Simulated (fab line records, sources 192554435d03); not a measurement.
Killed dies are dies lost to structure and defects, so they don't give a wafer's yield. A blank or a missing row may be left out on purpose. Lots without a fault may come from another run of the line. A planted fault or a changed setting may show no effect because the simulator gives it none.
fab line records | flow n5_finfet
record lots=7 wafers=39
route steps=1938 shown FIN_SAQP@138 SD_EPI_N@278 MOL_CONTACT_COAG@559 BEOL_M7@1329 BEOL_M10@1474
start_h: hours from the record's first day to the start of the lot's first wafer shown | wait_h: hours since the lot's step before | " the same as in the row above | L1.1+2: a row that stands for several wafers | - no value, or no start given | * or withheld: withheld | < > ~ a bound
route shown NAME@n: a module of which the file shows steps, and the number in the route of the first | usual: mean/standard deviation of fault-free wafers | same: alike in all rows | chamber/n: place in a boat | sites: the reading at each site | _std_site: their standard deviation | _edge_site: outer sites' mean less inner sites' | radius_mm: how far each site lies from the wafer's centre | mask NAME#n: copy n | behind: the tool/chamber that last shaped the wafer | hold: why the lot was held/for how many hours/how that ended | device: the transistor (n, p or np) that didn't switch | end of line: the same wafers' tests at the end of the route | a step without rows: its recipe alone | killed: dies lost to structure and defects at the first sort, not the wafer's yield | map: a wafer's dies, x killed, . not, _ none there
set.NAME: the setting as run; set.NAME@STEP: as run at that earlier step | model.NAME: the simulator's own value behind a step, which no gauge read
lots whose settings were changed on purpose; a table a step, a row a wafer
## steps
# step N5_FIN_SAQP_SPACER2_ALD_28
# recipe material=SiO2 target_thk_a=81 temp_c=300 ald_precursor_family=BDEAS ald_co_reactant=O2-plasma pulse_time_s=1 purge_time_s=2 co_reactant_purge_time_s=2 pressure_torr=2
# columns lot.wafer tool chamber start_h wait_h set.target_thk_a model.SiO2_of_FIN_SAQP_SPACER2_ALD_28.thk_nm
L076.1+5 ald_sin-01 0,2 36.99 0.1 81 8.2
L076.2+3+4+6 " 3,2,1,3 " " 81 8
L081.2+3 ald_sin-04 3,0 69.64 0.4 81 8.2
L081.5 " 1 " " 81 8
L083.1+3+6 ald_sin-03 3,2,0 78.86 0.2 97.53 9.8
L083.2+4 " 1,0 " " 81 8.2
L083.5 " 1 " " 81 8
L084.1+2+3+5+6 ald_sin-01 1,2,3,0,1 85.51 0.1 81 8
L084.4 " 0 " " 81 8.2
L086.1 ald_sin-04 2 97.89 0.1 81 8
L086.2+6 " 3,0 " " 81 8.2
L086.3+4+5 " 0,1,3 " " 93.76 9.4
L090.1+5+6 ald_sin-03 3,3,0 120.62 0.1 103.7 10.4
L090.2 " 1 " " 81 8.2
L090.3+4 " 2,0 " " 81 8
L096.1+4+6 ald_sin-04 0,2,2 156.93 0.1 81 8
L096.2+3+5 " 3,1,1 " " 105.4 10.6
# step N5_FIN_SAQP_SPACER2_ETCHBACK_29
# recipe chemistry=CHF3/O2 mode=anisotropic_etchback target=SiO2 target_depth_a=122 time_s=6.1 pressure_mtorr=30 source_w=650 bias_w=170 Ar_flow_sccm=200 CHF3_flow_sccm=50 O2_flow_sccm=5 ion_energy_ev=200
# step N5_FIN_SAQP_MANDREL2_REMOVE_60
# recipe chemistry=HBr/Cl2/O2 bt_time_s=10 target=a-Si stop_on=SiNx endpoint=OES-SiCl over_etch_frac=1 icp_w=600 bias_w=22 HBr_flow_sccm=150 Cl2_flow_sccm=80 O2_flow_sccm=5 pressure_mtorr=10
# columns lot.wafer tool chamber start_h wait_h set.target_thk_a@FIN_SAQP_SPACER2_ALD_28 model.FIN_SAQP.cd_nm
L076.1+3+4+5+6 rie_si-04 3,1,2,3,0 37.40 0.1 81 8.2
L076.2 " 0 " " 81 8
L081.2+5 rie_si-05 3 70.08 0.1 81 8.2
L081.3 " 0 " " 81 8
L083.1+3+6 rie_si-04 0,1,0 79.27 0.1 97.53 9.6
L083.2+4+5 " 2,3,3 " " 81 8.2
L084.1+4+5 rie_si-05 3,2,2 85.95 0.1 81 8
L084.2+3 " 0,1 " " 81 7.8
L084.6 " 3 " " 81 8.2
L086.1+2+6 rie_si-04 0,1,3 98.41 0.1 81 8.2
L086.3 " 2 " " 93.76 9.6
L086.4+5 " 3,0 " " 93.76 9.4
L090.1+5 rie_si-05 0 121.03 0.1 103.7 10.2
L090.2+3+4 " 1,3,2 " " 81 8
L090.6 " 3 " " 103.7 10.4
L096.1+4+6 rie_si-05 0,3,0 157.39 0.1 81 8
L096.2+3 " 2,1 " " 105.4 10.4
L096.5 " 3 " " 105.4 10.6
# step N5_FIN_SAQP_CD_MEAS_31
# recipe target_cd_nm=8 landing_energy_ev=1000 detector=se_inlens polarity=line
# usual cd_nm=8.10/0.23
# columns lot.wafer tool chamber start_h wait_h set.target_thk_a@FIN_SAQP_SPACER2_ALD_28 cd_nm
L076.1 cd_sem-01 0 37.51 0.1 81 8.27
L076.2 " 0 " " 81 7.58
L076.3 " 0 " " 81 8.33
L076.4 " 0 " " 81 8.03
L076.5 " 0 " " 81 8.50
L076.6 " 0 " " 81 8.51
L081.2 cd_sem-02 0 70.19 0.1 81 7.80
L081.3 " 0 " " 81 8.34
L081.5 " 0 " " 81 8.19
L083.1 cd_sem-03 0 79.38 0.1 97.53 9.41
L083.2 " 0 " " 81 7.59
L083.3 " 0 " " 97.53 9.61
L083.4 " 0 " " 81 8.03
L083.5 " 0 " " 81 8.62
L083.6 " 0 " " 97.53 9.61
L084.1 cd_sem-02 0 86.06 0.1 81 8.05
L084.2 " 0 " " 81 8.19
L084.3 " 0 " " 81 7.96
L084.4 " 0 " " 81 7.98
L084.5 " 0 " " 81 8.04
L084.6 " 0 " " 81 8.25
L086.1 cd_sem-03 0 98.52 0.1 81 7.99
L086.2 " 0 " " 81 7.88
L086.3 " 0 " " 93.76 9.61
L086.4 " 0 " " 93.76 9.73
L086.5 " 0 " " 93.76 9.18
L086.6 " 0 " " 81 8.55
L090.1 cd_sem-03 0 121.14 0.1 103.7 10.33
L090.2 " 0 " " 81 7.81
L090.3 " 0 " " 81 8.14
L090.4 " 0 " " 81 8.17
L090.5 " 0 " " 103.7 10.31
L090.6 " 0 " " 103.7 10.53
L096.1 cd_sem-03 0 157.50 0.1 81 7.70
L096.2 " 0 " " 105.4 10.08
L096.3 " 0 " " 105.4 10.24
L096.4 " 0 " " 81 8.23
L096.5 " 0 " " 105.4 10.48
L096.6 " 0 " " 81 7.87
# step N5_FIN_SAQP_HM_OPEN_33
# recipe chemistry=CH3F/O2 target=SiNx mask_material=SiO2 target_depth_a=494 time_s=70.6 pressure_mtorr=30 source_w=395 bias_w=73 Ar_flow_sccm=150 CH3F_flow_sccm=30 O2_flow_sccm=20 ion_energy_ev=120 ends=cleared
# columns lot.wafer tool chamber start_h wait_h set.target_thk_a@FIN_SAQP_SPACER2_ALD_28 model.FIN_SAQP.cd_nm
L076.1+3+4+5+6 rie_diel-06 0,2,1,1,2 37.56 0.0 81 8.2
L076.2 " 3 " " 81 8
L081.2+5 rie_diel-04 2,3 70.24 0.0 81 8.2
L081.3 " 0 " " 81 8
L083.1 rie_diel-02 3 79.43 0.0 97.53 9.6
L083.2+4+5 " 0,2,1 " " 81 8.2
L083.3+6 " 1,2 " " 97.53 9.8
L084.1+2+4+5 rie_diel-04 2,0,1,1 86.11 0.0 81 8
L084.3 " 3 " " 81 7.8
L084.6 " 0 " " 81 8.2
L086.1+2 rie_diel-02 1,0 98.57 0.0 81 8.2
L086.3+4+5 " 3,2,2 " " 93.76 9.6
L086.6 " 3 " " 81 8.4
L090.1 rie_diel-02 0 121.19 0.0 103.7 10.2
L090.2+3 " 2,1 " " 81 8.2
L090.4 " 3 " " 81 8
L090.5+6 " 2,1 " " 103.7 10.4
L096.1+6 rie_diel-06 3,0 157.59 0.1 81 8
L096.2 " 0 " " 105.4 10.4
L096.3+5 " 2,3 " " 105.4 10.6
L096.4 " 2 " " 81 8.2
# step N5_FIN_SAQP_ETCH_34
# recipe chemistry=C4F6/O2 target=SiO2 target_depth_a=450 time_s=15 ion_energy_ev=250 pressure_mtorr=30 source_w=345 bias_w=185 Ar_flow_sccm=300 C4F6_flow_sccm=10 O2_flow_sccm=10 ends=cleared
# step N5_FIN_SAQP_STRIP_77
# recipe chemistry=N2/H2 time_s=90 power_w=100 temp_c=40 pressure_mtorr=100 rf_frequency_hz=6e+07 bias_power_w=3 n2_flow_sccm=300 h2_flow_sccm=300
# step N5_FIN_SAQP_HM_CD_35
# recipe target_cd_nm=8 polarity=line
# usual cd_nm=8.12/0.25
# columns lot.wafer tool chamber start_h wait_h set.target_thk_a@FIN_SAQP_SPACER2_ALD_28 cd_nm
L076.1 cd_sem-03 - 37.77 0.1 81 7.96
L076.2 " - " " 81 7.40
L076.3 " - " " 81 7.92
L076.4 " - " " 81 8.04
L076.5 " - " " 81 8.25
L076.6 " - " " 81 8.11
L081.2 cd_sem-02 - 70.46 0.1 81 8.27
L081.3 " - " " 81 7.85
L081.5 " - " " 81 7.99
L083.1 cd_sem-03 - 79.65 0.1 97.53 9.65
L083.2 " - " " 81 8.23
L083.3 " - " " 97.53 10.10
L083.4 " - " " 81 7.92
L083.5 " - " " 81 8.27
L083.6 " - " " 97.53 9.85
L084.1 cd_sem-03 - 86.32 0.1 81 8.37
L084.2 " - " " 81 7.85
L084.3 " - " " 81 7.85
L084.4 " - " " 81 7.76
L084.5 " - " " 81 7.69
L084.6 " - " " 81 7.92
L086.1 cd_sem-03 - 98.79 0.1 81 8.05
L086.2 " - " " 81 8.21
L086.3 " - " " 93.76 9.65
L086.4 " - " " 93.76 9.52
L086.5 " - " " 93.76 9.29
L086.6 " - " " 81 8.34
L090.1 cd_sem-02 - 121.41 0.1 103.7 10.36
L090.2 " - " " 81 8.55
L090.3 " - " " 81 8.05
L090.4 " - " " 81 7.94
L090.5 " - " " 103.7 10.57
L090.6 " - " " 103.7 10.18
L096.1 cd_sem-02 - 157.81 0.1 81 8.24
L096.2 " - " " 105.4 10.24
L096.3 " - " " 105.4 10.29
L096.4 " - " " 81 8.36
L096.5 " - " " 105.4 10.78
L096.6 " - " " 81 7.90
# step N5_FIN_SAQP_ETCH_64
# recipe chemistry=CF4 target=SiO2 target_depth_a=15 ion_energy_ev=350 pressure_mtorr=10 icp_w=800 bias_w=400 cf4_flow_sccm=80
# columns lot.wafer tool chamber start_h wait_h set.target_thk_a@FIN_SAQP_SPACER2_ALD_28 model.FIN_SAQP.cd_nm
L076.1+4 rie_si-05 2,0 37.82 0.0 81 8.2
L076.2 " 3 " " 81 7.8
L076.3+5+6 " 1,1,0 " " 81 8
L081.2+3 rie_si-04 1,3 70.50 0.0 81 8
L081.5 " 3 " " 81 8.4
L083.1 rie_si-04 3 79.70 0.0 97.53 9.6
L083.2 " 0 " " 81 8.2
L083.3 " 2 " " 97.53 9.4
L083.4+5 " 1,2 " " 81 8
L083.6 " 3 " " 97.53 9.8
L084.1+3+4+5+6 rie_si-03 1,2,0,3,2 86.37 0.0 81 8
L084.2 " 3 " " 81 7.8
L086.1 rie_si-03 1 98.84 0.0 81 8
L086.2 " 2 " " 81 8.2
L086.3 " 0 " " 93.76 9.4
L086.4+5 " 3,0 " " 93.76 9.6
L086.6 " 3 " " 81 8.4
L090.1+5+6 rie_si-03 0,2,1 121.46 0.0 103.7 10.4
L090.2+3 " 2,3 " " 81 8.2
L090.4 " 1 " " 81 8
L096.1 rie_si-03 0 157.86 0.0 81 7.8
L096.2+5 " 1,3 " " 105.4 10.4
L096.3 " 3 " " 105.4 10.6
L096.4 " 2 " " 81 8.2
L096.6 " 0 " " 81 8
# step N5_FIN_SAQP_FIN_ETCH_36
# recipe chemistry=HBr/Cl2/O2 target_depth_a=1200 mask_material=SiNx time_s=50.4 bias_w=102 pressure_mtorr=10 icp_w=800 HBr_flow_sccm=150 Cl2_flow_sccm=80 O2_flow_sccm=12
# columns lot.wafer tool chamber start_h wait_h set.target_thk_a@FIN_SAQP_SPACER2_ALD_28 model.FIN_SAQP.cd_nm
L076.1+3+5+6 rie_si-05 2,1,1,0 37.84 0.0 81 8
L076.2 " 3 " " 81 7.6
L076.4 " 0 " " 81 8.2
L081.2+3 rie_si-04 1,3 70.52 0.0 81 8
L081.5 " 3 " " 81 8.4
L083.1+6 rie_si-04 3 79.72 0.0 97.53 9.8
L083.2 " 0 " " 81 8.2
L083.3 " 2 " " 97.53 9.4
L083.4+5 " 1,2 " " 81 8
L084.1+2+3+5+6 rie_si-03 1,3,2,3,2 86.39 0.0 81 8
L084.4 " 0 " " 81 8.2
L086.1 rie_si-03 1 98.86 0.0 81 8
L086.2+6 " 2,3 " " 81 8.2
L086.3 " 0 " " 93.76 9.4
L086.4+5 " 3,0 " " 93.76 9.6
L090.1+5+6 rie_si-03 0,2,1 121.48 0.0 103.7 10.4
L090.2+3 " 2,3 " " 81 8.2
L090.4 " 1 " " 81 8
L096.1 rie_si-03 0 157.88 0.0 81 7.8
L096.2 " 1 " " 105.4 10.4
L096.3+5 " 3 " " 105.4 10.6
L096.4+6 " 2,0 " " 81 8
# step N5_FIN_SAQP_CD_MEAS_37
# recipe target_cd_nm=8 polarity=line
# usual cd_nm=8.09/0.26
# columns lot.wafer tool chamber start_h wait_h set.target_thk_a@FIN_SAQP_SPACER2_ALD_28 cd_nm
L076.1 cd_sem-01 - 37.96 0.1 81 8.01
L076.2 " - " " 81 7.20
L076.3 " - " " 81 8.07
L076.4 " - " " 81 8.04
L076.5 " - " " 81 7.69
L076.6 " - " " 81 8.16
L081.2 cd_sem-02 - 70.64 0.1 81 8.30
L081.3 " - " " 81 7.74
L081.5 " - " " 81 8.69
L083.1 cd_sem-01 - 79.83 0.1 97.53 9.83
L083.2 " - " " 81 8.22
L083.3 " - " " 97.53 9.54
L083.4 " - " " 81 7.96
L083.5 " - " " 81 7.82
L083.6 " - " " 97.53 9.56
L084.1 cd_sem-02 - 86.51 0.1 81 8.17
L084.2 " - " " 81 7.87
L084.3 " - " " 81 8.05
L084.4 " - " " 81 7.87
L084.5 " - " " 81 7.89
L084.6 " - " " 81 8.28
L086.1 cd_sem-03 - 98.98 0.1 81 8.23
L086.2 " - " " 81 8.23
L086.3 " - " " 93.76 9.86
L086.4 " - " " 93.76 9.79
L086.5 " - " " 93.76 9.43
L086.6 " - " " 81 8.42
L090.1 cd_sem-01 - 121.59 0.1 103.7 10.62
L090.2 " - " " 81 8.17
L090.3 " - " " 81 8.05
L090.4 " - " " 81 7.73
L090.5 " - " " 103.7 10.36
L090.6 " - " " 103.7 10.24
L096.1 cd_sem-03 - 158.01 0.1 81 8.16
L096.2 " - " " 105.4 10.38
L096.3 " - " " 105.4 11.09
L096.4 " - " " 81 8.37
L096.5 " - " " 105.4 10.58
L096.6 " - " " 81 7.74
# step N5_SD_EPI_N_ETCH_45
# recipe chemistry=CH3F/O2 target=SiOCN target_depth_a=60 mask_material=SOC ion_energy_ev=60 bias_w=29 pressure_mtorr=15 source_w=410 Ar_flow_sccm=150 CH3F_flow_sccm=30 O2_flow_sccm=20
# columns lot.wafer tool chamber start_h wait_h set.target_depth_a model.etch.depth_nm
L076.1 rie_diel-06 1 60.26 0.1 60 5.815
L076.2 " 2 " " 93.02 9.39
L076.3 " 0 " " 60 6.11
L076.4 " 3 " " 93.02 9.175
L076.5 " 1 " " 93.02 9.045
L076.6 " 0 " " 60 6.034
L081.2 rie_diel-04 2 93.94 0.1 60 5.881
L081.3 " 3 " " 60 6
L081.5 " 2 " " 60 5.855
L083.1 rie_diel-02 1 102.89 0.1 60 5.981
L083.2 " 0 " " 46.28 4.735
L083.3 " 3 " " 60 6.022
L083.4 " 2 " " 60 5.984
L083.5 " 1 " " 46.28 4.6
L083.6 " 0 " " 46.28 4.744
L084.1 rie_diel-04 1 110.19 0.1 60 6.185
L084.2 " 0 " " 60 6.003
L084.3 " 2 " " 80.11 7.943
L084.4 " 2 " " 60 5.953
L084.5 " 1 " " 80.11 8.249
L084.6 " 0 " " 80.11 7.944
L086.1 rie_diel-06 0 123.18 0.1 60 6.021
L086.2 " 3 " " 73.21 7.191
L086.3 " 2 " " 73.21 7.37
L086.4 " 2 " " 60 6.002
L086.5 " 3 " " 73.21 7.179
L086.6 " 0 " " 60 6.012
L090.1 rie_diel-04 0 143.22 0.1 60 6
L090.2 " 3 " " 60 5.964
L090.3 " 1 " " 60 6.182
L090.4 " 2 " " 60 5.985
L090.5 " 3 " " 60 5.983
L090.6 " 2 " " 60 5.949
L096.1 rie_diel-06 2 181.88 0.1 60 5.925
L096.2 " 3 " " 60 5.789
L096.3 " 0 " " 60 6.081
L096.4 " 2 " " 60 5.979
L096.5 " 3 " " 60 5.843
L096.6 " 0 " " 60 6.075
# step N5_MOL_CONTACT_COAG_ALD_27
# recipe material=SiOC target_thk_a=170 temp_c=400 ald_precursor_family=carbosiloxane ald_co_reactant=H2-plasma pulse_time_s=1.5 time_s=2720 purge_time_s=2 co_reactant_purge_time_s=2 ald_cycles=340 pressure_torr=2
# columns lot.wafer tool chamber start_h wait_h set.ald_cycles model.SiOC_of_MOL_CONTACT_COAG_ALD_27.thk_nm
L076.1+4 ald_sin-01 2,0 105.59 0.0 340 17.2
L076.2 " 3 " " 255 13
L076.3+5 " 1 " " 255 12.8
L076.6 " 2 " " 340 17
L081.2+3+5 ald_sin-03 2,3,3 137.81 0.0 340 17
L083.1 ald_sin-01 3 146.05 0.0 340 17.2
L083.2 " 0 " " 453 22.8
L083.3+5 " 1 " " 340 17
L083.4+6 " 2 " " 453 22.6
L084.1+4+5 ald_sin-01 2,1,1 153.27 0.1 392 19.6
L084.2 " 0 " " 340 17.2
L084.3+6 " 3,2 " " 340 17
L086.1+3+6 ald_sin-01 0,3,3 168.44 0.0 208 10.4
L086.2+5 " 1,0 " " 340 17
L086.4 " 2 " " 340 16.8
L090.1+5 ald_sin-01 0,1 186.06 0.8 190 9.6
L090.2 " 1 " " 190 9.4
L090.3+4+6 " 3,2,2 " " 340 17
L096.1+2+3+4+5+6 ald_sin-01 0,2,3,1,2,3 226.39 0.0 340 17
# step N5_BEOL_M7_DEP_56
# recipe material=SiCN target_thk_a=100 temp_c=withheld precursor=3MS/NH3 pressure_torr=3 rf_w=202 time_s=17.5
# columns lot.wafer tool chamber start_h wait_h set.target_thk_a model.SiCN_of_BEOL_M7_DEP_56.thk_nm
L076.1 pecvd-04 1 189.16 0.0 100 9.6
L076.2 " 0 " " 100 9.8
L076.3 " 2 " " 117.7 11.6
L076.4 " 1 " " 117.7 11.4
L076.5 " 2 " " 117.7 12
L076.6 " 0 " " 100 10
L081.2+5 pecvd-02 1,0 231.39 0.0 100 10
L081.3 " 1 " " 100 10.2
L083.1+6 pecvd-04 2 233.84 0.0 100 10
L083.2 " 0 " " 100 9.6
L083.3 " 1 " " 61.11 5.6
L083.4 " 0 " " 61.11 5.8
L083.5 " 1 " " 61.11 6
L084.1 pecvd-02 1 238.94 0.0 100 9.8
L084.2 " 2 " " 100 10
L084.3+6 " 0 " " 144.3 14.4
L084.4 " 1 " " 144.3 14.6
L084.5 " 2 " " 100 10.2
L086.1+4+6 pecvd-02 2,2,1 260.52 0.0 100 10.4
L086.2 " 0 " " 100 10
L086.3+5 " 1,0 " " 100 10.2
L090.1 pecvd-04 0 273.83 0.0 100 9.8
L090.2+6 " 1 " " 132.2 13
L090.3+5 " 2,0 " " 100 10
L090.4 " 2 " " 132.2 13.2
L096.1+3+6 pecvd-03 0,1,0 323.76 0.0 100 10
L096.2 " 2 " " 100 10.2
L096.4 " 2 " " 100 10.4
L096.5 " 1 " " 100 9.8
# step N5_BEOL_M10_HM_DEP_02
# recipe material=TiN target_thk_a=200 temp_c=25 chamber_pressure_pa=0.49996
# columns lot.wafer tool chamber start_h wait_h set.target_thk_a model.TiN_of_BEOL_M10_HM_DEP_02.thk_nm
L076.1 pvd_sputter-01 - 211.37 1.9 200 19.6
L076.2+4+5 " - " " 80.97 7.8
L076.3+6 " - " " 200 19.8
L081.2 pvd_sputter-01 - 249.53 1.7 200 20
L081.3 " - " " 200 20.4
L081.5 " - " " 200 20.2
L083.1+4+6 pvd_sputter-01 - 257.44 3.9 82.73 8.2
L083.2+3+5 " - " " 200 20
L084.1+3 pvd_sputter-02 - 258.01 0.7 130.6 12.8
L084.2 " - " " 130.6 13.2
L084.4 " - " " 200 19.6
L084.5+6 " - " " 200 19.8
L086.1 pvd_sputter-01 - 275.79 0.3 200 20.2
L086.2 " - " " 200 19.8
L086.3+4+5+6 " - " " 200 20
L090.1+5 pvd_sputter-02 - 290.75 1.0 308.3 31.2
L090.2+3 " - " " 200 19.8
L090.4 " - " " 200 20
L090.6 " - " " 308.3 30.8
L096.1+5+6 pvd_sputter-03 - 338.39 1.0 200 19.8
L096.2+3+4 " - " " 200 19.6
# step N5_BEOL_M10_COAT_59
# recipe resist=SOC temp_c=250 time_s=60 spin_rpm=1500 resist_thk_nm=100
# step N5_BEOL_M10_COAT_60
# recipe resist=SiARC temp_c=220 time_s=60 spin_rpm=1500 resist_thk_nm=30
# step N5_BEOL_M10_STRIP_68
# recipe chemistry=N2/H2 temp_c=40 n2_flow_sccm=200 h2_flow_sccm=200 rf_frequency_hz=6e+07
# step N5_BEOL_M10_STRIP_67
# recipe chemistry=CF4 resist=SiARC power_w=300 bias_power_w=75 pressure_mtorr=50 cf4_flow_sccm=150 rf_frequency_hz=6e+07
# step N5_BEOL_M10_HM_OPEN_17
# recipe chemistry=Cl2/BCl3 target_depth_a=200 overetch_a=60 target=TiN mask_material=SOC ion_energy_ev=150 pressure_mtorr=10 icp_w=1000 bias_w=126 Cl2_flow_sccm=53.25 bcl3_flow_sccm=21.75 Ar_flow_sccm=25
# columns lot.wafer tool chamber start_h wait_h set.target_thk_a@BEOL_M10_HM_DEP_02 model.etch.depth_nm
L076.1 rie_metal-01 1 212.10 0.0 200 19.66
L076.2 " 0 " " 80.97 7.764
L076.3 " 0 " " 200 19.81
L076.4 " 1 " " 80.97 7.801
L076.5 " 1 " " 80.97 7.771
L076.6 " 0 " " 200 19.7
L081.2 rie_metal-01 0 250.40 0.0 200 20.05
L081.3 " 0 " " 200 20.31
L081.5 " 0 " " 200 20.12
L083.1 rie_metal-03 1 258.22 0.0 82.73 8.24
L083.2 " 0 " " 200 19.98
L083.3 " 1 " " 200 19.9
L083.4 " 0 " " 82.73 8.196
L083.5 " 0 " " 200 20.09
L083.6 " 1 " " 82.73 8.176
L084.1 rie_metal-03 0 258.87 0.0 130.6 12.87
L084.2 " 1 " " 130.6 13.18
L084.3 " 0 " " 130.6 12.74
L084.4 " 1 " " 200 19.62
L084.5 " 1 " " 200 19.89
L084.6 " 0 " " 200 19.78
L086.1 rie_metal-01 1 276.52 0.0 200 20.16
L086.2 " 0 " " 200 19.81
L086.3 " 0 " " 200 19.99
L086.4+5 " 1 " " 200 19.91
L086.6 " 0 " " 200 20.04
L090.1 rie_metal-01 1 291.55 0.0 308.3 25.65
L090.2 " 0 " " 200 19.83
L090.3 " 0 " " 200 19.86
L090.4 " 1 " " 200 19.98
L090.5 " 1 " " 308.3 25.79
L090.6 " 0 " " 308.3 25.84
L096.1 rie_metal-03 1 339.25 0.0 200 19.78
L096.2 " 0 " " 200 19.57
L096.3 " 1 " " 200 19.51
L096.4 " 0 " " 200 19.65
L096.5 " 1 " " 200 19.88
L096.6 " 0 " " 200 19.72
## key
split step=N5_FIN_SAQP_SPACER2_ALD_28 setting=target_thk_a stated=81 by=wafer
response step=N5_FIN_SAQP_SPACER2_ALD_28 reading=model.SiO2_of_FIN_SAQP_SPACER2_ALD_28.thk_nm change=+0.0839 per=1% r=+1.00
response step=N5_FIN_SAQP_MANDREL2_REMOVE_60 reading=model.FIN_SAQP.cd_nm change=+0.079 per=1% r=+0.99
response step=N5_FIN_SAQP_CD_MEAS_31 reading=cd_nm change=+0.0796 per=1% r=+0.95
response step=N5_FIN_SAQP_HM_OPEN_33 reading=model.FIN_SAQP.cd_nm change=+0.0799 per=1% r=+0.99
response step=N5_FIN_SAQP_HM_CD_35 reading=cd_nm change=+0.0785 per=1% r=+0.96
response step=N5_FIN_SAQP_ETCH_64 reading=model.FIN_SAQP.cd_nm change=+0.0806 per=1% r=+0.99
response step=N5_FIN_SAQP_FIN_ETCH_36 reading=model.FIN_SAQP.cd_nm change=+0.0834 per=1% r=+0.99
response step=N5_FIN_SAQP_CD_MEAS_37 reading=cd_nm change=+0.0855 per=1% r=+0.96
split step=N5_SD_EPI_N_ETCH_45 setting=target_depth_a stated=60 by=wafer
response step=N5_SD_EPI_N_ETCH_45 reading=model.etch.depth_nm change=+0.0583 per=1% r=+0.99
split step=N5_MOL_CONTACT_COAG_ALD_27 setting=ald_cycles stated=340 by=wafer
response step=N5_MOL_CONTACT_COAG_ALD_27 reading=model.SiOC_of_MOL_CONTACT_COAG_ALD_27.thk_nm change=+0.169 per=1% r=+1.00
split step=N5_BEOL_M7_DEP_56 setting=target_thk_a stated=100 by=wafer
response step=N5_BEOL_M7_DEP_56 reading=model.SiCN_of_BEOL_M7_DEP_56.thk_nm change=+0.102 per=1% r=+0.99
split step=N5_BEOL_M10_HM_DEP_02 setting=target_thk_a stated=200 by=wafer
response step=N5_BEOL_M10_HM_DEP_02 reading=model.TiN_of_BEOL_M10_HM_DEP_02.thk_nm change=+0.202 per=1% r=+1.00
response step=N5_BEOL_M10_HM_OPEN_17 reading=model.etch.depth_nm change=+0.176 per=1% r=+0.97
